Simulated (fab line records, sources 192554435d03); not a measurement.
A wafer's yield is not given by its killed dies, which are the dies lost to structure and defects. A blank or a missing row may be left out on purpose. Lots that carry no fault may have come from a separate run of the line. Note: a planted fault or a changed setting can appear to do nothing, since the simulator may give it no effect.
Matching of chambers	flow n5Finfet	uvCure-01 running N5_BEOL_M7_CURE_74: 3 sister chambers
The step cures SiCOH lowk, time 240 s. 20 wafers are shown with their chamber, then 10 later ones without.

== WAFERS, EACH WITH ITS CHAMBER ==
wafer	chamber	wafer_temp_C_max	lampPowerPct (%)
L075.1	1	385.5	52.31
L075.5	1	385.9	52.29
L075.6	1	387.0	52.41
L078.3	0	387.1	52.25
L078.5	0	387.6	52.37
L078.6	0	387.0	52.31
L079.2	0	387.5	52.36
L079.5	0	387.5	52.34
L079.6	0	387.4	52.39
L081.1	1	386.3	52.31
L081.4	1	386.6	52.32
L081.6	1	386.7	52.31
L080.2	2	386.4	52.23
L080.3	2	387.0	52.26
L080.6	2	386.9	52.31
L087.1	1	386.4	52.28
L087.4	1	386.7	52.29
L087.6	1	386.7	52.32
L087.2	1	387.0	52.34
L087.3	1	386.2	52.33

SIGNATURES, as means of the wafers listed above
reading	chamber 0	chamber 1	chamber 2	scatter within a chamber
wafer_temp_C_max	387.350	386.455	386.767	0.392
lampPowerPct	52.3367	52.3191	52.2667	0.0408
Rule: distance of a wafer from a chamber = root of the sum over the readings of ((wafer's reading minus chamber's mean) / reading's scatter) squared. The wafer belongs to the nearest chamber; if the next one is less than 2 further off, it can't be placed. How the scatter is found: for the shown wafers, subtract from each reading the mean of its chamber, square and add these, divide the total by (wafers less chambers), then take the root.

== WAFERS WHOSE CHAMBER IS MISSING ==
wafer	wafer_temp_C_max	lampPowerPct (%)
L087.5	386.7	52.34
L091.1	386.3	52.27
L091.2	386.4	52.31
L091.5	386.8	52.31
L094.2	386.2	52.34
L094.4	386.0	52.36
L094.5	386.6	52.26
L097.1	386.6	52.35
L097.5	386.8	52.23
L097.6	386.5	52.32

== WHICH CHAMBER EACH ONE RAN IN ==
wafer	from the rows above	in truth
L087.5	can't be placed: 1 or 0 or 2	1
L091.1	can't be placed: 2 or 1 or 0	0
L091.2	can't be placed: 1 or 2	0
L091.5	can't be placed: 1 or 2 or 0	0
L094.2	can't be placed: 1 or 2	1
L094.4	can't be placed: 1 or 2 or 0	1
L094.5	can't be placed: 2 or 1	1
L097.1	can't be placed: 1 or 0 or 2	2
L097.5	can't be placed: 2 or 1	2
L097.6	can't be placed: 1 or 2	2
Correct placement for 0 of the 10. Cannot be placed on the basis of these rows: 10; the candidates contain the true chamber in 9. Number placed wrongly: 0.
